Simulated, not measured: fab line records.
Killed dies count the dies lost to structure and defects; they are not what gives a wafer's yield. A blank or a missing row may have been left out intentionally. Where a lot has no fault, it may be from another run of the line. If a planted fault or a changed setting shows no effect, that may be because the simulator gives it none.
The tool behind it: which one? | flow nand harc | 11 lots with 33 wafers sampled at 6 steps, on a route of 1159 steps

WHAT THE GAUGES SHOWED, per wafer
NHARC_A_CHANNEL_HOLE_D1_OVL_MEAS_11. Usual: overlay x nm 0.1 nm, standard deviation 0.76; overlay y nm 0.0 nm, standard deviation 0.91.
lot  | measured     | on         | overlay x nm (nm) | overlay y nm (nm) | flag
L665 | day 8 03:15  | overlay-02 | -0.8 -0.7 -0.8    | -0.1 0.0 0.4      |
L666 | day 8 19:57  | overlay-02 | 0.6 0.8 0.7       | -0.6 -0.5 -0.5    |
L669 | day 9 01:46  | overlay-02 | 0.3 0.8 0.3       | 0.9 1.3 1.1       |
L668 | day 9 02:26  | overlay-02 | -0.3 -0.4 -0.2    | 1.2 0.7 1.4       |
L671 | day 9 20:41  | overlay-02 | 0.9 1.5 1.0       | 0.2 0.2 -0.1      |
L677 | day 11 10:08 | overlay-02 | 0.8 0.8 1.1       | -1.0 -0.8 -1.6    |
L678 | day 12 01:07 | overlay-01 | -0.7 -0.4 -0.5    | 1.1 1.2 1.2       |
L682 | day 12 16:54 | overlay-01 | 1.7 2.0 1.1       | -1.4 -0.9 -1.1    |
L683 | day 12 18:03 | overlay-01 | 0.4 0.1 -0.2      | 0.3 0.1 0.5       |
L684 | day 12 18:33 | overlay-02 | 0.8 0.1 0.3       | 0.9 0.6 1.2       |
L685 | day 13 06:25 | overlay-01 | 0.6 -0.1 0.4      | 0.0 -0.2 -0.3     |

NHARC_A_CHANNEL_HOLE_D1_INSPECT_40. Usual: raw defect count reads 63 (standard deviation 19).
lot  | measured     | on                | raw defect count | flag
L665 | day 8 10:15  | defect inspect-02 | 63 35 59         |
L666 | day 9 02:55  | defect inspect-01 | 65 64 64         |
L669 | day 9 08:46  | defect inspect-01 | 47 46 84         |
L668 | day 9 12:53  | defect inspect-01 | 46 49 61         |
L671 | day 10 03:41 | defect inspect-02 | 66 71 80         |
L677 | day 11 17:16 | defect inspect-02 | 76 86 82         |
L678 | day 12 08:17 | defect inspect-02 | 64 58 58         |
L682 | day 13 00:03 | defect inspect-01 | 54 63 71         |
L683 | day 13 01:02 | defect inspect-02 | 1122 1220 1152   | OFF
L684 | day 13 04:05 | defect inspect-02 | 62 68 64         |
L685 | day 13 13:23 | defect inspect-01 | 1157 1158 1174   | OFF

NHARC_END_SORT_01. Usual: killed at array 27, standard deviation 11; killed at other 0.8, standard deviation 1.4; killed at periphery 3.3, standard deviation 2; killed dies 31, standard deviation 11; killed open 3.4, standard deviation 1.8; killed short 2.1, standard deviation 1.3.
lot  | measured     | on        | killed at array | killed at other | killed at periphery | killed dies | killed open | killed short | flag
L683 | day 23 19:26 | prober-02 | 103 89 100      | 0 1 0           | 5 6 5               | 108 96 105  | 1 6 1       | 2 4 1        | OFF
L685 | day 24 08:11 | prober-01 | 80 93 125       | 0 1 0           | 3 2 3               | 83 96 128   | 1 2 3       | 0 3 0        | OFF

WHICH TOOL RAN EACH LOT (tool, then ch and the chambers of the sampled wafers, then the start)
lot  | NHARC_A_CHANNEL_HOLE_D1_DESCUM_15  | NHARC_A_CHANNEL_HOLE_D1_ETCH_20  | NHARC_A_CHANNEL_FILL_D1_ETCHBACK_20
L665 | rie diel-02 ch 0,1, day 8 03:22    | har etch-01 ch 0,1, day 8 04:40  | rie diel-05 ch 1,2, day 9 10:32
L666 | rie diel-10 ch 0,2,3, day 8 20:03  | har etch-01 ch 0,1, day 8 21:26  | rie diel-05 ch 1,2, day 10 03:26
L669 | rie diel-01 ch 0,3, day 9 01:52    | har etch-02 ch 0,1, day 9 03:16  | rie diel-03 ch 0,2,3, day 10 09:58
L668 | rie diel-10 ch 0,1,3, day 9 02:32  | har etch-02 ch 0,1, day 9 07:19  | rie diel-04 ch 0,1,2, day 10 13:11
L671 | rie diel-10 ch 0,2,3, day 9 20:48  | har etch-01 ch 0,1, day 9 22:11  | rie diel-04 ch 0,1,3, day 11 04:13
L677 | rie diel-10 ch 0,1,2, day 11 10:14 | har etch-01 ch 1, day 11 11:35   | rie diel-03 ch 0,2,3, day 12 17:35
L678 | rie diel-01 ch 1,2, day 12 01:14   | har etch-02 ch 0,1, day 12 02:31 | rie diel-04 ch 0,1,2, day 13 10:05
L682 | rie diel-10 ch 1,2,3, day 12 17:01 | har etch-02 ch 0,1, day 12 18:18 | rie diel-04 ch 0,2,3, day 14 00:30
L683 | rie diel-01 ch 0,1,3, day 12 18:09 | har etch-01 ch 0,1, day 12 19:30 | rie diel-05 ch 0,2,3, day 14 00:29
L684 | rie diel-02 ch 0,1, day 12 18:39   | har etch-02 ch 0,1, day 12 22:28 | rie diel-05 ch 1,2,3, day 14 07:47
L685 | rie diel-10 ch 0,1,3, day 13 06:32 | har etch-01 ch 0,1, day 13 07:52 | rie diel-05 ch 1,2,3, day 14 14:14
- NHARC_A_CHANNEL_HOLE_D1_DESCUM_15: chemistry O2, time 3 s.
- NHARC_A_CHANNEL_HOLE_D1_ETCH_20: etches the open film in C4F8/O2/Ar, time 361.9 s, target depth 1600 nm.
- NHARC_A_CHANNEL_FILL_D1_ETCHBACK_20: etches the open film in C4F8/O2/Ar, target depth 27 nm, time 13.5 s.

WHAT THE TOOLS THEMSELVES READ (means of the sampled wafers that have a number; where no wafer has one, the mark that the record gives instead)
NHARC_A_CHANNEL_HOLE_D1_DESCUM_15. Usual: drypump motor current A 5.7 A, standard deviation 0.58; oes product au 1.000 a.u., standard deviation 0.0067; rf vpp V 57.7 V, standard deviation 0.95; showerhead plenum p Torr 1.89 Torr, standard deviation 0.073; throttle valve pct 11.312 %, standard deviation 0.0088.
lot  | tool        | drypump motor current A (A) | oes product au (a.u.) | rf vpp V (V) | showerhead plenum p Torr (Torr) | throttle valve pct (%) | flag
L665 | rie diel-02 | 5.6                         | 1.000                 | 57.0         | 1.92                            | 11.319                 |
L666 | rie diel-10 | 5.5                         | 0.992                 | 56.1         | 1.85                            | 11.307                 |
L669 | rie diel-01 | 5.7                         | 1.007                 | 58.1         | 1.97                            | 11.316                 |
L668 | rie diel-10 | 5.2                         | 1.001                 | 57.2         | 1.85                            | 11.320                 |
L671 | rie diel-10 | 5.5                         | 0.997                 | 58.6         | 1.85                            | 11.304                 |
L677 | rie diel-10 | 5.3                         | 1.000                 | 58.4         | 1.85                            | 11.307                 |
L678 | rie diel-01 | 6.5                         | 1.001                 | 57.9         | 1.89                            | 11.304                 |
L682 | rie diel-10 | 5.2                         | 1.003                 | 57.0         | 1.80                            | 11.314                 |
L683 | rie diel-01 | 6.0                         | 0.997                 | 57.8         | 1.94                            | 11.314                 |
L684 | rie diel-02 | 5.6                         | 1.004                 | 57.6         | 1.91                            | 11.313                 |
L685 | rie diel-10 | 5.2                         | 0.999                 | 57.2         | 1.85                            | 11.315                 |

NHARC_A_CHANNEL_HOLE_D1_ETCH_20. Usual: drypump motor current A 5.7 A, standard deviation 0.37; esc clamp current uA 0.0209, standard deviation 0.00032; showerhead plenum p Torr 3.67 Torr, standard deviation 0.099; throttle valve pct 32.155 %, standard deviation 0.0093.
lot  | tool        | drypump motor current A (A) | esc clamp current uA | showerhead plenum p Torr (Torr) | throttle valve pct (%) | flag
L665 | har etch-01 | 5.3                         | 0.0205               | 3.76                            | 32.150                 |
L666 | har etch-01 | 5.6                         | 0.0208               | 3.79                            | 32.157                 |
L669 | har etch-02 | 6.0                         | 0.0210               | 3.59                            | 32.151                 |
L668 | har etch-02 | 6.0                         | 0.0210               | 3.62                            | 32.159                 |
L671 | har etch-01 | 5.3                         | 0.0206               | 3.75                            | 32.165                 |
L677 | har etch-01 | 5.1                         | 0.0203               | 3.70                            | 32.155                 |
L678 | har etch-02 | 6.0                         | 0.0211               | 3.61                            | 32.152                 |
L682 | har etch-02 | 6.1                         | 0.0210               | 3.56                            | 32.157                 |
L683 | har etch-01 | 5.6                         | 0.0208               | 3.76                            | 32.148                 |
L684 | har etch-02 | 6.1                         | 0.0210               | 3.56                            | 32.153                 |
L685 | har etch-01 | 5.3                         | 0.0206               | 3.73                            | 32.146                 |

NHARC_A_CHANNEL_FILL_D1_ETCHBACK_20. Usual: oes product au 0.96 a.u., standard deviation 0.035; rf vpp V 977 V, standard deviation 6.2.
lot  | tool        | oes product au (a.u.) | rf vpp V (V) | flag
L665 | rie diel-05 | 0.98                  | 971          |
L666 | rie diel-05 | 0.99                  | 972          |
L669 | rie diel-03 | 1.00                  | 975          |
L668 | rie diel-04 | 0.93                  | 975          |
L671 | rie diel-04 | 0.96                  | 978          |
L677 | rie diel-03 | 0.99                  | 974          |
L678 | rie diel-04 | 1.00                  | 976          |
L682 | rie diel-04 | 1.00                  | 978          |
L683 | rie diel-05 | 0.94                  | 978          |
L684 | rie diel-05 | 0.93                  | 972          |
L685 | rie diel-05 | 0.93                  | 973          |

THE ANSWER, worked out from the rows above alone
Rule: a lot counts as off when the mean over its wafers that have a number is more than 3 standard deviations away from the usual mean. Also off: a lot with no number at a reading for which 4 or more lots have one. Any other lot the step has rows for is counted as sound. First the gauges in route order, then the tools' own readings, where a lot's mean is used as printed above. The first step at which some lot is off is used, and at that step the reading that is off furthest; a lot without a number counts as furthest.
Off: L683, L685 (NHARC_A_CHANNEL_HOLE_D1_INSPECT_40, raw defect count).
A tool fits if, at a process step before that reading, it ran every lot that is off, and no sound lot after the first of them. Not tried: the gauges at NHARC_A_CHANNEL_HOLE_D1_INSPECT_40; whatever is off there is also off at NHARC_END_SORT_01, on other tools, and gauge error can't account for it. One candidate fits, namely har etch-01 at NHARC_A_CHANNEL_HOLE_D1_ETCH_20. Its last sound lot is L677 (day 11 11:35), its first lot that is off L683 (day 12 19:30): a fault that began between those two fits.

WHAT THE SIMULATOR HAD PUT IN
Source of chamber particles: har etch-01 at NHARC_A_CHANNEL_HOLE_D1_ETCH_20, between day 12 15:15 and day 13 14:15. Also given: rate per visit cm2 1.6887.
Lots struck among those shown: L683, L685. Same finding as the rule above.
